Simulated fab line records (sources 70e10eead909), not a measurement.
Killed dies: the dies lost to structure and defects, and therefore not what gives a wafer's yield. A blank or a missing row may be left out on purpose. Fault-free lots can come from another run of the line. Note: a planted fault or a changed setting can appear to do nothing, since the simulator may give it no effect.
Which tool was responsible? | flow nand-harc | Sampling: 12 lots, 36 wafers, 5 of 1159 route steps

WHAT EACH GAUGE READ, for each wafer
NHARC_END_SORT_01. Usual: killed-at-array 26, standard deviation 11; killed-at-other 0.6, standard deviation 1; killed-at-periphery 3.1, standard deviation 2.1; killed-dies 30, standard deviation 11; killed-open 3.4, standard deviation 1.8; killed-short 2.1, standard deviation 1.5.
lot  | measured     | on        | killed-at-array | killed-at-other | killed-at-periphery | killed-dies | killed-open | killed-short | flag
L740 | day 23 11:49 | prober-01 | 677 676 675     | 0 0 2           | 0 1 0               | 677 677 677 | 4 1 1       | 2 1 4        | OFF
L745 | day 23 22:02 | prober-01 | 674 673 671     | 0 3 0           | 3 1 6               | 677 677 677 | 4 4 0       | 1 0 0        | OFF

EACH LOT AND THE TOOL THAT RAN IT (in order: tool; ch and the chambers of the sampled wafers; start)
lot  | NHARC_A_CHANNEL_HOLE_D1_ETCH_20  | NHARC_A_CHANNEL_HOLE_D1_ETCH_23  | NHARC_A_CHANNEL_FILL_D1_ETCHBACK_20 | NHARC_A_CHANNEL_FILL_D1_ALD_25
L729 | har-etch-02 ch 0,1, day 8 22:49  | har-etch-02 ch 0,1, day 9 00:19  | rie-diel-13 ch 0,3, day 10 05:06    | ald-hk-02 ch 0,1, day 10 20:19
L730 | har-etch-01 ch 0,1, day 9 01:51  | har-etch-01 ch 0,1, day 9 03:11  | rie-diel-13 ch 0,1, day 10 11:31    | ald-hk-02 ch 2,3, day 11 03:03
L728 | har-etch-02 ch 0,1, day 9 05:22  | har-etch-02 ch 0,1, day 9 06:45  | rie-diel-11 ch 0,2, day 10 11:34    | ald-hk-02 ch 0,2,3, day 10 23:58
L733 | har-etch-02 ch 0,1, day 10 01:14 | har-etch-02 ch 0,1, day 10 02:38 | rie-diel-04 ch 0,1, day 11 09:47    | ald-hk-02 ch 1,2,3, day 11 22:07
L735 | har-etch-01 ch 0,1, day 10 01:20 | har-etch-01 ch 0,1, day 10 02:46 | rie-diel-13 ch 0,1,2, day 11 09:47  | ald-hk-01 ch 1,3, day 11 22:07
L737 | har-etch-02 ch 0,1, day 10 22:15 | har-etch-02 ch 0,1, day 10 23:37 | rie-diel-13 ch 0,2, day 12 05:41    | ald-hk-01 ch 2,3, day 12 17:52
L741 | har-etch-02 ch 0,1, day 12 09:38 | har-etch-02 ch 0,1, day 12 10:56 | rie-diel-13 ch 1,3, day 13 16:13    | ald-hk-02 ch 1,2,3, day 14 05:13
L740 | har-etch-02 ch 0,1, day 12 13:51 | har-etch-02 ch 0,1, day 12 15:14 | rie-diel-13 ch 0,3, day 13 20:17    | ald-hk-04 ch 0,1,3, day 14 10:35
L745 | har-etch-01 ch 0,1, day 12 19:10 | har-etch-01 ch 0,1, day 12 20:40 | rie-diel-13 ch 0,1, day 14 03:44    | ald-hk-01 ch 0,2,3, day 14 17:43
L746 | har-etch-02 ch 0,1, day 13 08:11 | har-etch-02 ch 0,1, day 13 09:34 | rie-diel-11 ch 0,1,3, day 14 14:02  | ald-hk-04 ch 0,2,3, day 15 02:07
L748 | har-etch-02 ch 0,1, day 13 16:01 | har-etch-02 ch 0,1, day 13 17:27 | rie-diel-04 ch 1,2,3, day 14 22:01  | ald-hk-02 ch 0,1,3, day 15 10:33
L749 | har-etch-02 ch 0,1, day 14 05:31 | har-etch-02 ch 0,1, day 14 06:57 | rie-diel-04 ch 0,3, day 15 14:42    | ald-hk-01 ch 2,3, day 16 02:31
- NHARC_A_CHANNEL_HOLE_D1_ETCH_20: etches the open film in C4F8/O2/Ar, time 361.9 s, target depth 1600 nm.
- NHARC_A_CHANNEL_HOLE_D1_ETCH_23: etches the open film in C4F8/O2/Ar, time 819 s, target depth 1600 nm.
- NHARC_A_CHANNEL_FILL_D1_ETCHBACK_20: etches the open film in C4F8/O2/Ar, target depth 27 nm, time 13.5 s.
- NHARC_A_CHANNEL_FILL_D1_ALD_25: deposits SiOx, target thk 60 nm, pulse time 10 s, ald cycles 600.

WHAT THE TOOLS THEMSELVES READ (means of the sampled wafers that have a number; where no wafer has one, the mark that the record gives instead)
NHARC_A_CHANNEL_HOLE_D1_ETCH_20. Usual: drypump-motor-current-A 5.6 A, standard deviation 0.45; showerhead-plenum-p-Torr 3.65 Torr, standard deviation 0.14; throttle-valve-pct 32.155 %, standard deviation 0.0088.
lot  | tool        | drypump-motor-current-A (A) | showerhead-plenum-p-Torr (Torr) | throttle-valve-pct (%) | flag
L729 | har-etch-02 | 5.4                         | 3.76                            | 32.146                 |
L730 | har-etch-01 | 5.5                         | 3.58                            | 32.157                 |
L728 | har-etch-02 | 5.8                         | 3.66                            | 32.158                 |
L733 | har-etch-02 | 5.8                         | 3.65                            | 32.153                 |
L735 | har-etch-01 | 5.5                         | 3.58                            | 32.145                 |
L737 | har-etch-02 | 5.4                         | 3.75                            | 32.158                 |
L741 | har-etch-02 | 5.4                         | 3.74                            | 32.162                 |
L740 | har-etch-02 | 5.8                         | 3.64                            | 32.152                 |
L745 | har-etch-01 | 5.5                         | 3.57                            | 32.149                 |
L746 | har-etch-02 | 5.8                         | 3.63                            | 32.158                 |
L748 | har-etch-02 | 5.4                         | 3.73                            | 32.146                 |
L749 | har-etch-02 | 5.8                         | 3.63                            | 32.152                 |

NHARC_A_CHANNEL_HOLE_D1_ETCH_23. Usual: drypump-motor-current-A 5.6 A, standard deviation 0.45; showerhead-plenum-p-Torr 3.65 Torr, standard deviation 0.14; throttle-valve-pct 32.154 %, standard deviation 0.0081.
lot  | tool        | drypump-motor-current-A (A) | showerhead-plenum-p-Torr (Torr) | throttle-valve-pct (%) | flag
L729 | har-etch-02 | 5.4                         | 3.76                            | 32.159                 |
L730 | har-etch-01 | 5.5                         | 3.58                            | 32.159                 |
L728 | har-etch-02 | 5.8                         | 3.66                            | 32.155                 |
L733 | har-etch-02 | 5.8                         | 3.65                            | 32.157                 |
L735 | har-etch-01 | 5.6                         | 3.58                            | 32.153                 |
L737 | har-etch-02 | 5.4                         | 3.75                            | 32.155                 |
L741 | har-etch-02 | 5.4                         | 3.74                            | 32.153                 |
L740 | har-etch-02 | 5.8                         | 3.64                            | 32.155                 |
L745 | har-etch-01 | 5.5                         | 3.57                            | 32.150                 |
L746 | har-etch-02 | 5.8                         | 3.63                            | 32.149                 |
L748 | har-etch-02 | 5.4                         | 3.73                            | 32.155                 |
L749 | har-etch-02 | 5.8                         | 3.62                            | 32.155                 |

NHARC_A_CHANNEL_FILL_D1_ETCHBACK_20. Usual: oes-product-au 0.96 a.u., standard deviation 0.04; rf-vpp-V 978 V, standard deviation 5.7.
lot  | tool        | oes-product-au (a.u.) | rf-vpp-V (V) | flag
L729 | rie-diel-13 | 0.92                  | 981          |
L730 | rie-diel-13 | 0.90                  | 977          |
L728 | rie-diel-11 | 0.99                  | 979          |
L733 | rie-diel-04 | 0.93                  | 974          |
L735 | rie-diel-13 | 0.90                  | 982          |
L737 | rie-diel-13 | 0.99                  | 985          |
L741 | rie-diel-13 | 1.00                  | 976          |
L740 | rie-diel-13 | 0.75                  | 982          | OFF
L745 | rie-diel-13 | 0.73                  | 978          | OFF
L746 | rie-diel-11 | 0.92                  | 981          |
L748 | rie-diel-04 | 0.99                  | 973          |
L749 | rie-diel-04 | 0.99                  | 973          |

NHARC_A_CHANNEL_FILL_D1_ALD_25. Usual: heater-power-w 486 W, standard deviation 61; precursor-pulse-height-rel 1.003, standard deviation 0.019.
lot  | tool      | heater-power-w (W) | precursor-pulse-height-rel | flag
L729 | ald-hk-02 | 465                | 1.013                      |
L730 | ald-hk-02 | 471                | 1.002                      |
L728 | ald-hk-02 | 501                | 0.990                      |
L733 | ald-hk-02 | 442                | 1.014                      |
L735 | ald-hk-01 | 542                | 1.006                      |
L737 | ald-hk-01 | 494                | 1.013                      |
L741 | ald-hk-02 | 452                | 1.004                      |
L740 | ald-hk-04 | 473                | 1.022                      |
L745 | ald-hk-01 | 468                | 1.007                      |
L746 | ald-hk-04 | 476                | 1.002                      |
L748 | ald-hk-02 | 489                | 1.019                      |
L749 | ald-hk-01 | 497                | 1.003                      |

THE ANSWER, worked out from the rows above alone
Rule: a lot counts as off when the mean over its wafers that have a number is more than 3 standard deviations away from the usual mean. Also off: a lot with no number at a reading for which 4 or more lots have one. Where the step has rows for the other lots, those lots are counted as sound. The gauges are gone through in route order, then the tools' own readings, and for those a lot's mean is taken as printed above. At the first step where some lot is off, the reading lying furthest off is the one used; lots without a number count as furthest.
Off: L740, L745, at NHARC_END_SORT_01 (killed-at-array). Neither off nor sound, because the step has no rows for them: L729, L730, L728, L733, L735, L737, L741, L746, L748, L749.
A tool fits if, at a process step before that reading, it ran every lot that is off, and no sound lot after the first of them. Not tried: the gauges at NHARC_END_SORT_01; whatever is off there is also off at NHARC_A_CHANNEL_FILL_D1_ETCHBACK_20, on other tools, and gauge error can't account for it. One fits: rie-diel-13 at NHARC_A_CHANNEL_FILL_D1_ETCHBACK_20. It ran no sound lot before its first lot that is off in this sample, so the start can't be narrowed down.

WHAT WAS PUT IN BY THE SIMULATOR
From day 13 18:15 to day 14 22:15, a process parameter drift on rie-diel-13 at NHARC_A_CHANNEL_FILL_D1_ETCHBACK_20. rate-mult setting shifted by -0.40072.
Lots struck among those shown: L740, L745. The rule above reached the same finding.
